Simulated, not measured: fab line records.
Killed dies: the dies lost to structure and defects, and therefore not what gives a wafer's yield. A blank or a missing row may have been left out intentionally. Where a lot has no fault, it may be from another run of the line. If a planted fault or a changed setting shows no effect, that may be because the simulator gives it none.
Which of the tools did it? -- flow n5Finfet -- 72 wafers from 24 lots sampled at 6 of the route's 1938 steps

## WHAT THE GAUGES READ, wafer by wafer
N5_BEOL_M9_OVL_MEAS_29. Usual: V8_OVL typically reads 0.2 nm, with standard deviation 0.64.
lot,measured,on,V8_OVL (nm),flag
L074,day 9 05:18,overlay-02,-0.1 0.0 -0.3,
L076,day 9 22:12,overlay-01,0.3 0.1 -0.2,
L075,day 10 02:05,overlay-01,-0.4 -0.1 0.3,
L077,day 10 10:36,overlay-01,0.3 0.1 -0.1,
L078,day 10 14:08,overlay-02,0.7 0.6 1.3,
L079,day 10 20:49,overlay-01,0.5 0.0 -0.4,
L080,day 11 02:26,overlay-01,0.7 0.2 0.6,
L081,day 11 02:40,overlay-01,-0.9 -0.5 -0.1,
L082,day 11 08:43,overlay-02,-0.4 -1.0 -0.6,
L083,day 11 13:19,overlay-01,0.2 0.4 -0.2,
L084,day 12 00:41,overlay-01,-0.3 0.1 -1.0,
L085,day 12 04:41,overlay-01,0.2 -0.1 0.7,
L086,day 12 09:05,overlay-01,-1.4 -0.6 -0.7,
L087,day 12 23:11,overlay-01,0.7 0.8 1.5,
L089,day 13 03:11,overlay-01,1.3 -0.2 0.2,
L088,day 13 07:47,overlay-01,0.7 0.4 1.4,
L091,day 13 17:12,overlay-01,-0.4 0.0 0.4,
L090,day 13 17:41,overlay-01,0.9 0.2 1.2,
L092,day 14 01:01,overlay-01,0.0 -1.3 -0.4,
L093,day 14 09:41,overlay-02,0.2 -0.2 0.8,
L094,day 14 19:59,overlay-02,0.3 0.5 0.6,
L095,day 14 23:43,overlay-01,0.1 0.6 0.0,
L096,day 15 10:04,overlay-02,1.2 0.8 1.6,
L097,day 15 10:08,overlay-02,0.0 -0.1 -0.1,

N5_BEOL_M10_THK_MEAS_01. Usual: M10_ILD_THK typically reads 268 nm, with standard deviation 4.6.
lot,measured,on,M10_ILD_THK (nm),flag
L074,day 9 10:53,filmMetro-01,260 263 268,
L076,day 10 02:02,filmMetro-01,275 269 265,
L075,day 10 06:08,filmMetro-01,269 264 271,
L077,day 10 14:40,filmMetro-01,261 265 266,
L078,day 10 19:31,filmMetro-01,266 264 269,
L079,day 11 02:46,filmMetro-01,262 264 266,
L080,day 11 06:04,filmMetro-01,259 269 266,
L081,day 11 06:26,filmMetro-02,259 269 266,
L082,day 11 13:07,filmMetro-01,263 265 271,
L083,day 11 17:16,filmMetro-01,270 268 265,
L084,day 12 04:20,filmMetro-02,265 272 268,
L085,day 12 08:35,filmMetro-02,261 266 264,
L086,day 12 13:05,filmMetro-02,259 267 270,
L087,day 13 02:58,filmMetro-01,274 275 279,
L089,day 13 07:06,filmMetro-02,267 272 268,
L088,day 13 11:29,filmMetro-01,266 267 274,
L091,day 13 21:22,filmMetro-02,269 270 276,
L090,day 13 21:40,filmMetro-02,269 265 263,
L092,day 14 04:49,filmMetro-01,271 272 270,
L093,day 14 15:02,filmMetro-01,266 274 274,
L094,day 14 23:58,filmMetro-02,263 272 276,
L095,day 15 04:08,filmMetro-01,262 268 272,
L096,day 15 14:34,filmMetro-01,260 276 266,
L097,day 15 14:58,filmMetro-02,274 261 273,

## WHICH TOOL RAN EACH LOT (tool, then ch and the chambers of the sampled wafers, then the start)
lot,N5_BEOL_M9_ETCH_41,N5_BEOL_M9_ALD_74,N5_BEOL_M9_SPUTTER_48,N5_BEOL_M10_ILD_DEP_00
L074,"rieDiel-06 ch 0,1,2, day 9 07:48 or earlier","aldMetal-04 ch 0,1,2, day 9 07:48","pvdSputter-01, day 9 08:24","pecvd-04 ch 1,2, day 9 09:29"
L076,"rieDiel-06 ch 0,1,3, day 9 23:51 or earlier","aldMetal-01 ch 0,2,3, day 9 23:51","pvdSputter-02, day 10 00:25","pecvd-03 ch 0,1,2, day 10 01:26"
L075,"rieDiel-06 ch 0,3, day 10 03:23 or earlier","aldMetal-03 ch 0,2, day 10 03:23","pvdSputter-01, day 10 04:08","pecvd-03 ch 0,1,2, day 10 05:32"
L077,"rieDiel-05 ch 0,2, day 10 11:50 or earlier","aldMetal-03 ch 1,2,3, day 10 11:50","pvdSputter-01, day 10 12:31","pecvd-04 ch 0,2, day 10 14:05"
L078,"rieDiel-02 ch 0,3, day 10 15:18 or earlier","aldMetal-03 ch 2,3, day 10 15:18","pvdSputter-01, day 10 17:54","pecvd-01 ch 1,2, day 10 18:55"
L079,"rieDiel-02 ch 2,3, day 10 22:28 or earlier","aldMetal-01 ch 0,1,2, day 10 22:28","pvdSputter-01, day 11 00:43","pecvd-04 ch 0,2, day 11 01:55"
L080,"rieDiel-02 ch 0,1,2, day 11 03:52 or earlier","aldMetal-03 ch 1,2,3, day 11 03:52","pvdSputter-01, day 11 04:26","pecvd-04 ch 1,2, day 11 05:28"
L081,"rieDiel-05 ch 1,2,3, day 11 03:55 or earlier","aldMetal-04 ch 0,2,3, day 11 03:55","pvdSputter-02, day 11 04:27","pecvd-03 ch 0,1, day 11 05:39"
L082,"rieDiel-02 ch 0,2,3, day 11 10:32 or earlier","aldMetal-01 ch 2,3, day 11 10:32","pvdSputter-01, day 11 11:05","pecvd-04 ch 0,2, day 11 12:26"
L083,"rieDiel-06 ch 0,3, day 11 14:56 or earlier","aldMetal-01 ch 2,3, day 11 14:56","pvdSputter-03, day 11 15:39","pecvd-03 ch 0,1,2, day 11 16:40"
L084,"rieDiel-02 ch 0,2,3, day 12 02:01 or earlier","aldMetal-04 ch 0,2,3, day 12 02:01","pvdSputter-03, day 12 02:41","pecvd-04 ch 1,2, day 12 03:44"
L085,"rieDiel-02 ch 0,3, day 12 06:15 or earlier","aldMetal-01 ch 0,2,3, day 12 06:15","pvdSputter-02, day 12 06:49","pecvd-03 ch 0,2, day 12 07:52"
L086,"rieDiel-02 ch 2,3, day 12 10:18 or earlier","aldMetal-04 ch 0,3, day 12 10:18","pvdSputter-02, day 12 10:54","pecvd-01 ch 0,1, day 12 12:30"
L087,"rieDiel-05 ch 0,1,2, day 13 00:29 or earlier","aldMetal-04 ch 0,2, day 13 00:29","pvdSputter-02, day 13 01:06","pecvd-03 ch 1,2, day 13 02:23"
L089,"rieDiel-02 ch 0,2,3, day 13 04:29 or earlier","aldMetal-04 ch 0,1,2, day 13 04:29","pvdSputter-02, day 13 05:21","pecvd-04 ch 0,1, day 13 06:31"
L088,"rieDiel-06 ch 0,1,2, day 13 09:10 or earlier","aldMetal-03 ch 0,1, day 13 09:10","pvdSputter-01, day 13 09:41","pecvd-04 ch 1,2, day 13 10:54"
L091,"rieDiel-06 ch 0,1,2, day 13 18:43 or earlier","aldMetal-01 ch 0,1,3, day 13 18:43","pvdSputter-01, day 13 19:41","pecvd-03 ch 1,2, day 13 20:47"
L090,"rieDiel-06 ch 0,3, day 13 19:13 or earlier","aldMetal-03 ch 1,2, day 13 19:13","pvdSputter-01, day 13 20:04","pecvd-01 ch 0,1,2, day 13 21:07"
L092,"rieDiel-02 ch 0,3, day 14 02:18 or earlier","aldMetal-01 ch 0,1,3, day 14 02:18","pvdSputter-03, day 14 02:53","pecvd-04 ch 0,1, day 14 04:10"
L093,"rieDiel-02 ch 0,2,3, day 14 12:55 or earlier","aldMetal-04 ch 0,1,2, day 14 12:55","pvdSputter-02, day 14 13:26","pecvd-04 ch 0,1,2, day 14 14:27"
L094,"rieDiel-05 ch 0,2, day 14 21:26 or earlier","aldMetal-04 ch 1,2, day 14 21:26","pvdSputter-01, day 14 22:20","pecvd-04 ch 1,2, day 14 23:22"
L095,"rieDiel-06 ch 0,1, day 15 01:15 or earlier","aldMetal-04 ch 0,2,3, day 15 01:15","pvdSputter-03, day 15 02:03","pecvd-03 ch 0,2, day 15 03:04"
L096,"rieDiel-05 ch 0,2,3, day 15 11:26 or earlier","aldMetal-04 ch 0,2, day 15 11:26","pvdSputter-03, day 15 12:47","pecvd-03 ch 0,1, day 15 13:58"
L097,"rieDiel-06 ch 1,2,3, day 15 11:44 or earlier","aldMetal-04 ch 1,2,3, day 15 11:44","pvdSputter-03, day 15 13:17","pecvd-03 ch 0,1,2, day 15 14:22"
- N5_BEOL_M9_ETCH_41: etches SiCN in CH3F/O2, target depth 36.6 nm, time 70.1 s.
- N5_BEOL_M9_ALD_74: deposits TaN, target thk 2 nm, pulse time 2 s, purge time 3 s.
- N5_BEOL_M9_SPUTTER_48: material Cu, target thk 12 nm, time 2 s.
- N5_BEOL_M10_ILD_DEP_00: deposits SiCOH lowk from DEMS/porogen, target thk 308.51 nm, time 58 s.

## AS READ BY THE TOOLS THEMSELVES (means over the sampled wafers that have a number; for cases with no such wafer, the mark the record gives instead)
N5_BEOL_M9_ETCH_41. Usual: O2_flow_sccm 20.00 sccm, standard deviation 0.063; biasW 75.01 W, standard deviation 0.24; drypumpMotorCurrentA 5.5 A, standard deviation 0.41; oesProductAu 0.78 a.u., standard deviation 0.068; rfVppV 297.4 V, standard deviation 1.6; showerheadPlenumPTorr 2.00 Torr, standard deviation 0.072; throttleValvePct 16.25 %, standard deviation 0.16.
lot,tool,O2_flow_sccm (sccm),biasW (W),drypumpMotorCurrentA (A),oesProductAu (a.u.),rfVppV (V),showerheadPlenumPTorr (Torr),throttleValvePct (%),flag
L074,rieDiel-06,20.04,75.04,5.3,0.81,298.0,2.04,16.22,
L076,rieDiel-06,20.04,75.17,5.4,0.79,296.2,1.95,16.18,
L075,rieDiel-06,20.02,75.18,5.7,0.87,296.7,1.98,16.04,
L077,rieDiel-05,20.05,75.02,5.7,0.82,298.0,2.04,16.17,
L078,rieDiel-02,20.03,75.11,5.2,0.74,297.6,2.03,16.38,
L079,rieDiel-02,19.96,74.95,5.7,0.71,297.8,2.01,16.43,
L080,rieDiel-02,19.99,75.18,5.6,0.72,296.6,1.96,16.34,
L081,rieDiel-05,19.97,74.97,5.4,0.82,298.6,2.06,16.24,
L082,rieDiel-02,20.08,75.18,5.5,0.72,297.5,2.01,16.41,
L083,rieDiel-06,19.92,75.04,5.8,0.81,295.3,1.90,16.08,
L084,rieDiel-02,20.03,75.24,5.5,0.71,298.6,2.01,16.41,
L085,rieDiel-02,20.00,75.11,5.2,0.72,297.7,2.02,16.40,
L086,rieDiel-02,19.98,74.79,5.7,0.71,297.8,2.00,16.45,
L087,rieDiel-05,20.07,75.01,5.6,0.81,298.5,2.05,16.26,
L089,rieDiel-02,20.02,75.12,5.5,0.71,297.7,2.01,16.43,
L088,rieDiel-06,20.00,74.78,5.3,0.86,297.3,2.03,16.10,
L091,rieDiel-06,19.90,74.84,5.3,0.86,298.0,2.03,16.12,
L090,rieDiel-06,19.94,75.14,5.7,0.82,297.0,1.97,16.11,
L092,rieDiel-02,20.02,75.17,5.2,0.71,297.8,2.02,16.43,
L093,rieDiel-02,20.00,74.91,5.4,0.70,297.4,2.01,16.46,
L094,rieDiel-05,19.93,74.79,5.4,0.79,298.3,2.06,16.19,
L095,rieDiel-06,19.97,74.69,5.0,0.87,297.3,1.98,16.04,
L096,rieDiel-05,19.98,74.94,5.4,0.79,297.9,2.04,16.23,
L097,rieDiel-06,19.97,74.95,5.3,0.80,295.6,1.95,16.12,

N5_BEOL_M9_ALD_74. Usual: heaterPowerW 433 W, standard deviation 55; susceptorTempC 275.01 C, standard deviation 0.19.
lot,tool,heaterPowerW (W),susceptorTempC (C),flag
L074,aldMetal-04,471,275.24,
L076,aldMetal-01,417,274.97,
L075,aldMetal-03,498,275.32,
L077,aldMetal-03,447,275.21,
L078,aldMetal-03,483,274.95,
L079,aldMetal-01,386,275.00,
L080,aldMetal-03,443,275.04,
L081,aldMetal-04,422,275.02,
L082,aldMetal-01,423,275.01,
L083,aldMetal-01,423,274.85,
L084,aldMetal-04,422,275.09,
L085,aldMetal-01,412,274.81,
L086,aldMetal-04,450,275.13,
L087,aldMetal-04,443,274.99,
L089,aldMetal-04,477,275.10,
L088,aldMetal-03,442,275.18,
L091,aldMetal-01,390,275.20,
L090,aldMetal-03,443,275.11,
L092,aldMetal-01,398,274.93,
L093,aldMetal-04,474,275.01,
L094,aldMetal-04,450,274.95,
L095,aldMetal-04,418,274.95,
L096,aldMetal-04,472,275.11,
L097,aldMetal-04,424,274.92,

N5_BEOL_M9_SPUTTER_48. Usual: chuckGasFlowSccm 1.26 sccm, standard deviation 0.05; susceptorTempC -20.01 C, standard deviation 0.099; throttleValvePct 29.8 %, standard deviation 0.9.
lot,tool,chuckGasFlowSccm (sccm),susceptorTempC (C),throttleValvePct (%),flag
L074,pvdSputter-01,1.25,-19.99,29.7,
L076,pvdSputter-02,1.25,-20.06,30.0,
L075,pvdSputter-01,1.27,-20.02,29.8,
L077,pvdSputter-01,1.21,-19.99,29.8,
L078,pvdSputter-01,1.27,-20.05,29.8,
L079,pvdSputter-01,1.24,-20.11,30.4,
L080,pvdSputter-01,1.23,-19.98,29.7,
L081,pvdSputter-02,1.27,-19.98,29.3,
L082,pvdSputter-01,1.24,-20.11,30.0,
L083,pvdSputter-03,1.28,-19.99,29.3,
L084,pvdSputter-03,1.27,-20.10,29.0,
L085,pvdSputter-02,1.27,-20.07,29.3,
L086,pvdSputter-02,1.23,-20.16,30.3,
L087,pvdSputter-02,1.26,-19.94,29.9,
L089,pvdSputter-02,1.34,-20.06,30.2,
L088,pvdSputter-01,1.30,-19.99,29.9,
L091,pvdSputter-01,1.21,-20.05,29.0,
L090,pvdSputter-01,1.26,-19.89,30.3,
L092,pvdSputter-03,1.24,-20.04,28.9,
L093,pvdSputter-02,1.29,-19.89,29.8,
L094,pvdSputter-01,1.26,-19.89,30.5,
L095,pvdSputter-03,1.26,-20.05,29.4,
L096,pvdSputter-03,1.23,-19.99,29.9,
L097,pvdSputter-03,1.24,-20.07,30.1,

N5_BEOL_M10_ILD_DEP_00. Usual: heaterPowerW 283 W, standard deviation 38; showerheadPlenumPTorr 5.738 Torr, standard deviation 0.016; susceptorTempC 300.00 C, standard deviation 0.18; throttleValvePct 14.3 %, standard deviation 0.79.
lot,tool,heaterPowerW (W),showerheadPlenumPTorr (Torr),susceptorTempC (C),throttleValvePct (%),flag
L074,pecvd-04,288,5.730,299.91,14.9,
L076,pecvd-03,286,5.747,299.93,13.8,
L075,pecvd-03,271,5.746,299.99,14.1,
L077,pecvd-04,258,5.719,299.78,13.8,
L078,pecvd-01,312,5.764,299.96,15.4,
L079,pecvd-04,260,5.738,299.98,14.3,
L080,pecvd-04,293,5.723,300.02,14.2,
L081,pecvd-03,303,5.742,299.93,14.2,
L082,pecvd-04,258,5.728,300.06,14.2,
L083,pecvd-03,260,5.753,300.16,14.0,
L084,pecvd-04,289,5.721,299.90,14.3,
L085,pecvd-03,289,5.749,300.03,13.8,
L086,pecvd-01,250,5.736,299.89,14.7,
L087,pecvd-03,288,5.746,300.00,14.2,
L089,pecvd-04,302,5.736,299.95,15.0,
L088,pecvd-04,313,5.724,300.06,14.8,
L091,pecvd-03,272,5.754,299.97,14.1,
L090,pecvd-01,292,5.741,300.10,14.5,
L092,pecvd-04,303,5.736,300.02,15.0,
L093,pecvd-04,277,5.729,299.95,14.6,
L094,pecvd-04,297,5.717,299.98,14.8,
L095,pecvd-03,257,5.746,300.03,13.6,
L096,pecvd-03,316,5.755,299.90,14.3,
L097,pecvd-03,286,5.746,300.04,14.3,

## THE ANSWER, worked out from the rows above alone
Rule: take the mean of a lot's wafers that have a number; if it is more than 3 standard deviations from the usual mean, the lot is off. Also off: a lot with no number at a reading for which 4 or more lots have one. Any other lot the step has rows for is counted as sound. After the gauges, taken in route order, come the tools' own readings; for these a lot's mean is taken, as printed above. The first step at which some lot is off is used, and at that step the reading that is off furthest; a lot without a number counts as furthest.
Across all readings shown, no lot is off: no conclusion can be drawn from this.

## WHAT THE SIMULATOR PUT IN
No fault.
